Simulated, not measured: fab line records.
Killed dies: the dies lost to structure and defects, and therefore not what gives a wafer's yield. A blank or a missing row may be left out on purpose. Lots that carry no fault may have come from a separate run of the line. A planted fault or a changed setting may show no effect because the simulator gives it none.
Matching of chambers || flow n5Finfet || 4 sister chambers for N5_BEOL_M12_DESCUM_15 on rieDiel-05
The step chemistry O2, time 7.9 s. 4 wafers are shown with their chamber, then 8 later ones without.

WAFERS WITH THEIR CHAMBER
{"wafer": "L079.4", "chamber": 2, "showerheadPlenumPTorr (Torr)": 2.17}
{"wafer": "L092.5", "chamber": 0, "showerheadPlenumPTorr (Torr)": 2.10}
{"wafer": "L092.6", "chamber": 1, "showerheadPlenumPTorr (Torr)": 1.95}
{"wafer": "L094.4", "chamber": 3, "showerheadPlenumPTorr (Torr)": 2.18}

WAFERS MISSING THEIR CHAMBER
{"wafer": "L094.5", "showerheadPlenumPTorr (Torr)": 1.95}
{"wafer": "L094.6", "showerheadPlenumPTorr (Torr)": 2.09}
{"wafer": "L095.2", "showerheadPlenumPTorr (Torr)": 2.18}
{"wafer": "L095.4", "showerheadPlenumPTorr (Torr)": 2.09}
{"wafer": "L095.5", "showerheadPlenumPTorr (Torr)": 1.95}
{"wafer": "L097.4", "showerheadPlenumPTorr (Torr)": 2.16}
{"wafer": "L097.5", "showerheadPlenumPTorr (Torr)": 2.18}
{"wafer": "L097.6", "showerheadPlenumPTorr (Torr)": 2.09}

THE CHAMBER EACH PASSED THROUGH
{"wafer": "L094.5", "from the rows above": 1, "in truth": 1}
{"wafer": "L094.6", "from the rows above": 0, "in truth": 0}
{"wafer": "L095.2", "from the rows above": "can't be placed: 3 or 2", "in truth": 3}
{"wafer": "L095.4", "from the rows above": 0, "in truth": 0}
{"wafer": "L095.5", "from the rows above": 1, "in truth": 1}
{"wafer": "L097.4", "from the rows above": "can't be placed: 2 or 3", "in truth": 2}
{"wafer": "L097.5", "from the rows above": "can't be placed: 3 or 2", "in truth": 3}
{"wafer": "L097.6", "from the rows above": 0, "in truth": 0}
Correctly placed: 5 of 8. Can't be placed from these rows: 3 (the true chamber is among the candidates in 3). 0 placed wrongly.
How it was worked out, from the rows above alone: a wafer's distance from a chamber is the root of the sum, over the readings, of the square of ((its reading less the chamber's mean) divided by the reading's scatter). If the next closest chamber is less than 2 further off than the closest, the wafer can't be placed; otherwise it belongs to the closest. A chamber's mean is the mean of its shown wafers. The scatter: root of mean squared gap, hidden wafer to nearest shown wafer, with one shown wafer a chamber.
